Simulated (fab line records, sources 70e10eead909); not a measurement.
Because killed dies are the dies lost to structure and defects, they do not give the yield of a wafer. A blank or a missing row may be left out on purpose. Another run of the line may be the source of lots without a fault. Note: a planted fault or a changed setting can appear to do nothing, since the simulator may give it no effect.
fab line records	flow nand_harc
record lots=6	wafers=16	last_day=25
route steps=1159 shown P_STI@78
lots that met no fault: taken from a fault-free run of the same line
start_h: the number of hours between the record's first day and the start of the first shown wafer of the lot	wait_h: how many hours have passed since the lot's step before this one	" the same as in the row above	L1.1+2: one row covering several wafers at once	- no value, or no start was given	* or withheld: withheld	< > ~ a bound
route shown NAME@n: names a module that has steps shown in the file, with the first one's number in the route	usual: average and standard deviation across the fault-free wafers	same: alike in all rows	chamber/n: place in a boat	sites: each site's reading	_std_site: the standard deviation of these	_edge_site: inner sites' mean taken away from outer sites' mean	radius_mm: for every site, how far away it sits from the centre of the wafer	mask NAME#n: copy n	behind: the most recent tool/chamber to have shaped the wafer	hold: what put the lot on hold/how long, in hours/how the hold closed	device: the transistor (n, p or np) that didn't switch	end of line: the tests these same wafers got at the end of their route	a step without rows: its recipe alone	killed: dies lost to structure and defects at the first sort, not the wafer's yield	map: per-die view of a wafer (x killed, . not killed, _ where there is no die)
set.NAME: the setting the step ran with; set.NAME@STEP: the setting that earlier step ran with	model.NAME: the simulator's own value behind a step, which no gauge read
lots at selected steps of the route; one table per step, one row per wafer
services: a tool's chamber out of use, with start hour (start_h, from the record's first day; less than 0 if before it), hours out, and reason
## steps
# step NHARC_P_STI_SOFTBAKE_04
# recipe temp_c=125	time_s=70
# step NHARC_P_STI_EBR_05
# step NHARC_P_STI_EXPOSE_06
# recipe na=0.55	target_cd_nm=200	dose_mj=37.69	mask_id=P_STI
# step NHARC_P_STI_PEB_07
# recipe peb_temp_c=128	peb_time_s=80
# step NHARC_P_STI_DEVELOP_08
# recipe time_s=50	dev_temp_c=22
# step NHARC_P_STI_CD_MEAS_09
# recipe target_cd_nm=200	landing_energy_ev=500
# usual cd_nm=200.6/2.4
lot.wafer	tool	chamber	start_h	wait_h	cd_nm
L517.2	cd_sem-03	0	51.45	-	194.8
L517.3	"	0	"	"	193.6
L517.6	"	0	"	"	193.1
L526.1	cd_sem-03	0	102.02	-	199.6
L526.2	"	0	"	"	201.8
L526.6	"	0	"	"	198.2
L527.2	cd_sem-01	0	107.16	-	200.3
L527.5	"	0	"	"	200.1
L528.2	cd_sem-03	0	112.54	-	202.0
L528.5	"	0	"	"	202.5
L534.4	cd_sem-03	0	149.50	-	201.1
L534.5	"	0	"	"	195.3
L534.6	"	0	"	"	194.1
L536.3	cd_sem-01	0	160.52	-	203.9
L536.4	"	0	"	"	204.0
L536.5	"	0	"	"	201.3
# step NHARC_P_STI_OVL_MEAS_10
# usual overlay_x_nm=0/6.8	overlay_y_nm=0/5.9
lot.wafer	tool	chamber	start_h	wait_h	overlay_x_nm	overlay_y_nm
L517.2	overlay-01	-	51.54	-	-6	8
L517.3	"	-	"	"	-6	8
L517.6	"	-	"	"	-6	9
L526.1	overlay-01	-	102.11	-	6	-2
L526.2	"	-	"	"	7	-1
L526.6	"	-	"	"	6	-1
L527.2	overlay-01	-	107.24	-	5	0
L527.5	"	-	"	"	4	-1
L528.2	overlay-02	-	112.62	-	5	0
L528.5	"	-	"	"	5	0
L534.4	overlay-02	-	149.58	-	1	2
L534.5	"	-	"	"	1	2
L534.6	"	-	"	"	1	2
L536.3	overlay-01	-	160.60	-	2	12
L536.4	"	-	"	"	2	12
L536.5	"	-	"	"	2	12
# step NHARC_P_STI_INSPECT_11
# usual raw_defect_count=5.4/2.8
lot.wafer	tool	chamber	start_h	wait_h	raw_defect_count
L517.2	defect_inspect-01	-	51.57	0.0	3
L517.3	"	-	"	"	3
L517.6	"	-	"	"	7
L526.1	defect_inspect-01	-	102.15	0.0	4
L526.2	"	-	"	"	1
L526.6	"	-	"	"	3
L527.2	defect_inspect-02	-	107.30	0.1	6
L527.5	"	-	"	"	5
L528.2	defect_inspect-01	-	112.66	0.0	8
L528.5	"	-	"	"	10
L534.4	defect_inspect-01	-	149.61	0.0	2
L534.5	"	-	"	"	5
L534.6	"	-	"	"	10
L536.3	defect_inspect-01	-	160.64	0.0	2
L536.4	"	-	"	"	3
L536.5	"	-	"	"	5
# step NHARC_P_STI_HARDBAKE_13
# recipe temp_c=118	time_s=65
# step NHARC_P_STI_DESCUM_14
# recipe time_s=3	o2_flow_sccm=200	ar_flow_sccm=0	bias_power_w=0	chemistry=O2
# usual drypump_motor_current_A=5.6/0.65	oes_product_au=1.000/0.0093	rf_vpp_V=58.1/0.83	showerhead_plenum_p_Torr=1.99/0.088	throttle_valve_pct=11.311/0.0099
lot.wafer	tool	chamber	start_h	wait_h	drypump_motor_current_A	oes_product_au	rf_hours_counter_h	rf_vpp_V	showerhead_plenum_p_Torr	throttle_valve_pct
L517.2	rie_diel-05	3	51.72	-	5.3	0.997	1.4	57.8	2.05	11.309
L517.3	"	0	"	"	6.5	0.997	1.4	58.0	2.00	11.337
L517.6	"	2	"	"	6.3	0.997	-	58.6	2.07	11.305
L526.2	rie_diel-05	2	102.28	-	6.3	1.000	3.0	59.2	2.07	11.323
L526.1	"	1	"	"	4.8	1.004	2.5	58.0	2.06	11.305
L526.6	"	2	"	"	6.3	0.993	-	59.2	2.07	11.307
L527.2	rie_diel-05	1	107.45	-	4.8	0.992	2.8	59.1	2.06	11.306
L527.5	"	3	"	"	5.2	0.985	-	58.0	2.05	11.319
L528.2	rie_diel-05	3	112.80	-	5.2	0.985	3.0	58.5	2.05	11.311
L528.5	"	3	"	"	5.3	0.984	-	58.8	2.05	11.323
L534.4	rie_diel-05	2	149.76	-	6.3	0.994	4.2	57.0	2.07	11.310
L534.5	"	1	"	"	4.8	1.003	-	57.9	2.06	11.321
L534.6	"	2	"	"	6.3	0.988	-	59.2	2.07	11.309
L536.3	rie_diel-11	3	160.77	-	5.3	1.017	9.6	58.2	1.81	11.291
L536.4	"	2	"	"	6.1	0.997	9.4	58.2	2.02	11.309
L536.5	"	3	"	"	5.3	1.004	-	58.0	1.81	11.314
# step NHARC_P_STI_ETCH_42
# recipe target_depth_a=800	overetch_a=240	time_s=61	ion_energy_ev=200	n2_flow_sccm=150	h2_flow_sccm=150	ar_flow_sccm=0	rf_w=400	bias_w=150	chemistry=N2/H2
# usual drypump_motor_current_A=5.6/0.65	oes_product_au=1.001/0.0092	rf_vpp_V=432.7/2.8	showerhead_plenum_p_Torr=2.12/0.096	throttle_valve_pct=14.171/0.0092
lot.wafer	tool	chamber	start_h	wait_h	drypump_motor_current_A	oes_product_au	rf_hours_counter_h	rf_vpp_V	showerhead_plenum_p_Torr	throttle_valve_pct
L517.2	rie_diel-05	0	51.80	0.1	6.5	1.010	1.5	433.6	2.14	14.171
L517.3	"	2	"	"	6.3	1.010	1.5	435.1	2.21	14.181
L517.6	"	0	"	"	6.5	1.002	-	433.1	2.14	14.164
L526.1	rie_diel-05	3	102.37	0.1	5.3	0.995	2.6	435.2	2.19	14.165
L526.2	"	1	"	"	4.8	0.992	2.5	433.2	2.20	14.172
L526.6	"	0	"	"	6.6	1.007	-	433.0	2.14	14.185
L527.2	rie_diel-05	2	107.53	0.1	6.3	0.995	3.3	436.6	2.21	14.162
L527.5	"	3	"	"	5.2	0.985	-	435.1	2.19	14.173
L528.2	rie_diel-05	1	112.89	0.1	4.8	0.996	2.9	435.8	2.20	14.181
L528.5	"	3	"	"	5.3	0.986	-	433.5	2.19	14.179
L534.4	rie_diel-05	1	149.83	0.1	4.8	0.997	3.8	434.1	2.20	14.175
L534.5	"	1	"	"	4.8	1.006	-	435.4	2.20	14.172
L534.6	"	2	"	"	6.3	1.001	-	435.6	2.21	14.182
L536.4	rie_diel-11	2	160.86	0.1	6.2	1.001	9.5	433.7	2.15	14.156
L536.3	"	3	"	"	5.3	1.006	9.6	426.7	1.92	14.166
L536.5	"	2	"	"	6.1	0.991	-	434.8	2.15	14.166
# step NHARC_P_STI_ETCH_31
# recipe target_depth_a=1089	time_s=54.5	cf4_flow_sccm=100	chf3_flow_sccm=30	ar_flow_sccm=0	rf_w=500	bias_w=200	chemistry=CF4/CHF3
# usual drypump_motor_current_A=5.6/0.66	oes_product_au=0.963/0.018	rf_vpp_V=372.6/2.4	showerhead_plenum_p_Torr=1.64/0.068	throttle_valve_pct=16.801/0.0091
lot.wafer	tool	chamber	start_h	wait_h	drypump_motor_current_A	oes_product_au	rf_hours_counter_h	rf_vpp_V	showerhead_plenum_p_Torr	throttle_valve_pct
L517.2	rie_diel-05	1	-	-	4.8	0.972	1.2	375.1	1.69	16.807
L517.3	"	0	"	"	6.5	0.958	1.5	372.2	1.64	16.792
L517.6	"	2	"	"	6.3	0.956	-	375.4	1.69	16.808
L526.1	rie_diel-05	0	-	-	6.6	0.991	2.8	372.8	1.64	16.798
L526.2	"	1	"	"	4.8	0.982	2.5	374.3	1.69	16.802
L526.6	"	1	"	"	4.8	0.978	-	375.0	1.69	16.787
L527.2	rie_diel-05	3	-	-	5.2	0.948	2.9	375.2	1.68	16.803
L527.5	"	3	"	"	5.3	0.947	-	373.2	1.68	16.785
L528.2	rie_diel-05	2	-	-	6.4	0.961	3.4	374.0	1.69	16.809
L528.5	"	2	"	"	6.3	0.950	-	373.8	1.69	16.775
L534.4	rie_diel-05	3	-	-	5.2	0.945	4.0	375.2	1.68	16.818
L534.6	"	2	"	"	6.3	0.949	-	373.8	1.69	16.807
L534.5	"	3	"	"	5.3	0.934	-	373.8	1.68	16.795
L536.3	rie_diel-11	0	-	-	5.3	0.975	8.7	373.3	1.66	16.814
L536.4	"	1	"	"	5.6	0.985	8.5	367.7	1.47	16.810
L536.5	"	3	"	"	5.3	0.966	-	368.1	1.49	16.802
# step NHARC_P_STI_ETCH_15
# recipe target_depth_a=3000	taper_deg=4	time_s=100.1	hbr_flow_sccm=150	cl2_flow_sccm=50	rf_w=400	icp_w=400	bias_w=100	chemistry=HBr/Cl2
# usual drypump_motor_current_A=5.7/0.42	oes_product_au=0.999/0.011	throttle_valve_pct=26.407/0.0096
lot.wafer	tool	chamber	start_h	wait_h	drypump_motor_current_A	oes_product_au	rf_hours_counter_h	throttle_valve_pct	model.P_STI.feature_depth_nm
L517.3	rie_si-01	0	51.99	-	5.9	1.016	0.7	26.407	306.4
L517.2	"	1	"	"	5.1	0.993	0.4	26.409	298.8
L517.6	"	0	"	"	5.9	1.007	-	26.401	307.2
L526.1	rie_si-05	2	102.56	-	5.2	1.002	0.2	26.394	304.8
L526.2	"	3	"	"	6.7	1.008	0.2	26.403	303.6
L526.6	"	3	"	"	6.7	1.008	-	26.397	303.7
L527.2	rie_si-05	2	107.72	-	5.2	1.010	0.3	26.394	305.9
L527.5	"	1	"	"	5.5	0.891	-	26.417	248.1
L528.2	rie_si-05	0	113.07	-	5.6	0.988	0.3	26.410	295
L528.5	"	0	"	"	5.6	0.889	-	26.422	246.6
L534.4	rie_si-02	3	150.05	-	5.6	0.989	0.7	26.403	292.6
L534.5	"	1	"	"	6.1	0.991	-	26.413	294.3
L534.6	"	2	"	"	6.1	0.987	-	26.394	294.3
L536.3	rie_si-01	3	161.06	-	5.5	1.003	0.3	26.417	303.5
L536.4	"	0	"	"	5.9	1.028	0.2	26.412	313.4
L536.5	"	0	"	"	5.9	1.020	-	26.391	310.4
# step NHARC_P_STI_CD_MEAS_16
# usual cd_nm=200.8/2.4
lot.wafer	tool	chamber	start_h	wait_h	cd_nm
L517.2	cd_sem-01	-	52.16	-	193.8
L517.3	"	-	"	"	193.0
L517.6	"	-	"	"	193.7
L526.1	cd_sem-03	-	102.72	-	201.3
L526.2	"	-	"	"	201.9
L526.6	"	-	"	"	198.5
L527.2	cd_sem-02	-	107.87	-	201.9
L527.5	"	-	"	"	201.5
L528.2	cd_sem-03	-	113.23	-	202.4
L528.5	"	-	"	"	203.4
L534.4	cd_sem-02	-	150.19	-	201.5
L534.5	"	-	"	"	196.6
L534.6	"	-	"	"	194.9
L536.3	cd_sem-01	-	161.22	-	202.3
L536.4	"	-	"	"	202.6
L536.5	"	-	"	"	201.1
# step NHARC_P_STI_OCD_MEAS_17
# usual trench_depth_nm=300/5	trench_foot_cd_nm=158.7/2.5
lot.wafer	tool	chamber	start_h	wait_h	trench_depth_nm	trench_foot_cd_nm
L517.2	ocd-01	-	52.25	0.1	299	152.5
L517.3	"	-	"	"	306	150.3
L517.6	"	-	"	"	307	150.1
L526.1	ocd-02	-	102.81	0.1	305	158.0
L526.2	"	-	"	"	303	158.9
L526.6	"	-	"	"	303	155.5
L527.2	ocd-02	-	107.96	0.1	306	157.6
L527.5	"	-	"	"	248	165.8
L528.2	ocd-01	-	113.32	0.1	295	160.3
L528.5	"	-	"	"	247	167.6
L534.4	ocd-01	-	150.28	0.1	292	161.1
L534.5	"	-	"	"	294	153.7
L534.6	"	-	"	"	295	153.2
L536.3	ocd-02	-	161.31	0.1	303	161.6
L536.4	"	-	"	"	314	160.1
L536.5	"	-	"	"	310	157.7
# step NHARC_P_STI_STRIP_19
# recipe time_s=900	temp_c=130	chemistry=SPM
## services
tool	chamber	start_h	hours	kind
rie_si-02	-	34.00	9.0	pm
rie_si-05	3	39.58	2.1	repair
rie_diel-05	0	44.60	-	clean
rie_diel-05	1	44.60	-	clean
rie_diel-05	2	44.60	-	clean
rie_diel-05	3	44.60	-	clean
rie_si-01	1	56.91	1.8	repair
rie_diel-11	-	58.57	0.7	repair
rie_diel-05	3	60.73	4.4	repair
rie_si-05	-	62.00	9.0	pm
rie_diel-05	0	69.10	-	clean
rie_diel-05	1	69.10	-	clean
rie_diel-05	2	69.10	-	clean
rie_diel-05	3	69.10	-	clean
rie_diel-05	0	93.60	-	clean
rie_diel-05	1	93.60	-	clean
rie_diel-05	2	93.60	-	clean
rie_diel-05	3	93.60	-	clean
rie_diel-05	0	118.10	-	clean
rie_diel-05	1	118.10	-	clean
rie_si-05	3	122.06	14.8	repair
rie_si-05	2	123.56	12.4	repair
rie_si-01	-	127.04	9.0	pm
rie_diel-05	0	135.60	6.1	repair
## key
first_sign step=NHARC_P_STI_ETCH_15	reading=oes_product_au	direction=down	sigmas=10	usual=0.999	struck=0.890
effect step=NHARC_P_STI_OCD_MEAS_17	reading=trench_depth_nm	direction=down	sigmas=11	usual=300	struck=248
model_effect step=NHARC_P_STI_ETCH_15	value=P_STI.feature_depth_nm	without=296.7	struck=247.4
met_at NHARC_P_STI_ETCH_15
struck_wafers L527.5,L528.5
tester_left_out L527,L528
onset_between 102.56 107.72
fault kind=process_parameter_drift	tool=rie_si-05	chamber=-	onset_h=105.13	steps=NHARC_P_STI_ETCH_15	channel=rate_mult	offset=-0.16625	shape=step	end_h=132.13	scope=struck_wafers_only
# tester_left_out: of these lots the tester's yield and bins aren't shown, on N5 and GAA mostly nor the transistor test; their killed dies are dies lost to structure and defects alone, not to doping, threshold or leakage, so they don't give the yield
